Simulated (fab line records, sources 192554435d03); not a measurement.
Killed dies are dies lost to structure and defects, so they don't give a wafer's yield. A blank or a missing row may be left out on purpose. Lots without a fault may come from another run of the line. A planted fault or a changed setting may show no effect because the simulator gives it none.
Split-lot experiment | flow n5_finfet | 7 lots, 39 wafers read, on a route of 1938 steps

THE SPLIT
At N5_MOL_CONTACT_COAG_VIA_ETCH_46 (etches SiO2 in C4F6/O2, target depth 46 nm, overetch 9.2 nm, time 40 s), the setting target_depth_a was moved away from the recipe's 460 angstrom on 18 of the 39 wafers read, by -46.0% to +51.4%. The other wafers ran this setting at the recipe's value.

The reading is taken at the split's own step.

THE READING
SOC_of_MOL_CONTACT_COAG_COAT_75.thk_nm (the simulator's own value, which no gauge read), in nm, at N5_MOL_CONTACT_COAG_VIA_ETCH_46 (etches SiO2 in C4F6/O2, target depth 46 nm, overetch 9.2 nm, time 40 s). The file gives no usual value for it. The 21 wafers here that ran the recipe average 50.8 nm, standard deviation 0.25 nm.

wafer  | tool, chamber at the split | target_depth_a as run, angstrom | against the recipe | SOC_of_MOL_CONTACT_COAG_COAT_75.thk_nm, nm | against lot-mates on the recipe
L076.1 | rie_diel-02, 3,0           | 460                             | recipe             | 50.6                                       | -
L076.2 | rie_diel-02, 3,0           | 460                             | recipe             | 50.6                                       | -
L076.3 | rie_diel-02, 2             | 460                             | recipe             | 51                                         | -
L076.4 | rie_diel-02, 1,0           | 341.5                           | -25.8%             | 52.2                                       | +1.5
L076.6 | rie_diel-02, 1,0           | 341.5                           | -25.8%             | 52.2                                       | +1.5
L076.5 | rie_diel-02, 1             | 341.5                           | -25.8%             | 52.4                                       | +1.7
L078.1 | rie_diel-02, 0             | 674.9                           | +46.7%             | 48                                         | -2.8
L078.2 | rie_diel-02, 1             | 460                             | recipe             | 51                                         | -
L078.3 | rie_diel-02, 3             | 460                             | recipe             | 50.6                                       | -
L078.4 | rie_diel-02, 2,1           | 674.9                           | +46.7%             | 48.6                                       | -2.2
L078.6 | rie_diel-02, 2,1           | 674.9                           | +46.7%             | 48.6                                       | -2.2
L078.5 | rie_diel-02, 0             | 460                             | recipe             | 50.8                                       | -
L080.1 | rie_diel-02, 2,3           | 248.4                           | -46.0%             | 53.8                                       | +2.7
L080.2 | rie_diel-02, 2,3           | 248.4                           | -46.0%             | 53.8                                       | +2.7
L080.3 | rie_diel-02, 1             | 460                             | recipe             | 51.2                                       | -
L080.4 | rie_diel-02, 0,3           | 460                             | recipe             | 51                                         | -
L080.6 | rie_diel-02, 0,3           | 460                             | recipe             | 51                                         | -
L080.5 | rie_diel-02, 2             | 248.4                           | -46.0%             | 54                                         | +2.9
L082.3 | rie_diel-02, 2,3           | 460                             | recipe             | 51                                         | -
L082.4 | rie_diel-02, 2,3           | 460                             | recipe             | 51                                         | -
L082.5 | rie_diel-02, 2             | 460                             | recipe             | 51.2                                       | -
L084.1 | rie_diel-02, 1,3,0         | 696.4                           | +51.4%             | 47.8                                       | -2.9
L084.2 | rie_diel-02, 1,3,0         | 696.4                           | +51.4%             | 47.8                                       | -2.9
L084.4 | rie_diel-02, 1,3,0         | 696.4                           | +51.4%             | 47.8                                       | -2.9
L084.3 | rie_diel-02, 2             | 460                             | recipe             | 50.8                                       | -
L084.5 | rie_diel-02, 2             | 460                             | recipe             | 51                                         | -
L084.6 | rie_diel-02, 3             | 460                             | recipe             | 50.4                                       | -
L091.1 | rie_diel-01, 2             | 335.4                           | -27.1%             | 52.2                                       | +1.4
L091.5 | rie_diel-01, 2             | 335.4                           | -27.1%             | 52.2                                       | +1.4
L091.2 | rie_diel-01, 3             | 460                             | recipe             | 51                                         | -
L091.4 | rie_diel-01, 3             | 460                             | recipe             | 51                                         | -
L091.3 | rie_diel-01, 1             | 460                             | recipe             | 50.4                                       | -
L091.6 | rie_diel-01, 1             | 335.4                           | -27.1%             | 52                                         | +1.2
L097.1 | rie_diel-02, 3,1           | 460                             | recipe             | 50.6                                       | -
L097.3 | rie_diel-02, 3,1           | 460                             | recipe             | 50.6                                       | -
L097.2 | rie_diel-02, 2,0           | 389.5                           | -15.3%             | 51.4                                       | +0.9
L097.4 | rie_diel-02, 2,0           | 389.5                           | -15.3%             | 51.4                                       | +0.9
L097.5 | rie_diel-02, 2             | 389.5                           | -15.3%             | 51.6                                       | +1.1
L097.6 | rie_diel-02, 3             | 460                             | recipe             | 50.4                                       | -
Where a row lists several chambers, the file gives one row for several wafers and doesn't say which wafer went through which chamber.

THE FIT
A straight line over all 39 wafers: SOC_of_MOL_CONTACT_COAG_COAT_75.thk_nm changes by -0.0573 nm for each +1% of target_depth_a; r = -0.98; the points scatter about the line by 0.27 nm.
The same after taking each lot's own level away (the mean of its wafers on the recipe; 39 wafers): -0.0561 nm for each +1%; r = -0.99; scatter 0.2 nm.
On that fit, the largest move of target_depth_a shifts the reading by 2.9 nm.
The lots' own levels span 50.53 to 51.07 nm, that is 2.1 times the standard deviation above.
So the lot-to-lot level changes the slope little: the two slopes agree.
Check: with one of the wafers moved furthest among these (+51.4%) left out of the fit, the line predicts -2.84 nm for it against its lot-mates. It came out at -2.93 nm against them.

OTHER SPLITS ON THESE WAFERS
These wafers also went through other splits before the reading. Each is held against what the fit with the lots' levels taken away leaves over:
other split on the same wafers     | wafers away from the commonest value | r with SOC_of_MOL_CONTACT_COAG_COAT_75.thk_nm (lot level and that fit taken away)
N5_SDB_HM_DEP_00 target_thk_a      | 12                                   | -0.01
N5_HKMG_FIN_ETCH_35 target_depth_a | 18                                   | +0.11

THE WHOLE CHAIN: every reading that the file lists as answering this split, in the file's order
step                            | what it does                                                           | reading                                                                                 | change (the file's fit)                                                                       | r (the file's)
N5_MOL_CONTACT_COAG_VIA_ETCH_46 | etches SiO2 in C4F6/O2, target depth 46 nm, overetch 9.2 nm, time 40 s | SOC_of_MOL_CONTACT_COAG_COAT_75.thk_nm (the simulator's own value, which no gauge read) | -0.0562 nm for each +1% of the setting                                                        | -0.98
N5_MOL_CONTACT_COAG_ETCH_47     | etches SiNx in CH3F/O2, stops on W, target depth 27 nm                 | etch_rf_on_time_s                                                                       | not straight: withheld at the lowest setting, withheld at the recipe, withheld at the highest | not given

THE FILE'S OWN FIT
SOC_of_MOL_CONTACT_COAG_COAT_75.thk_nm changes by -0.0562 nm for each +1% of target_depth_a, r = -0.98.
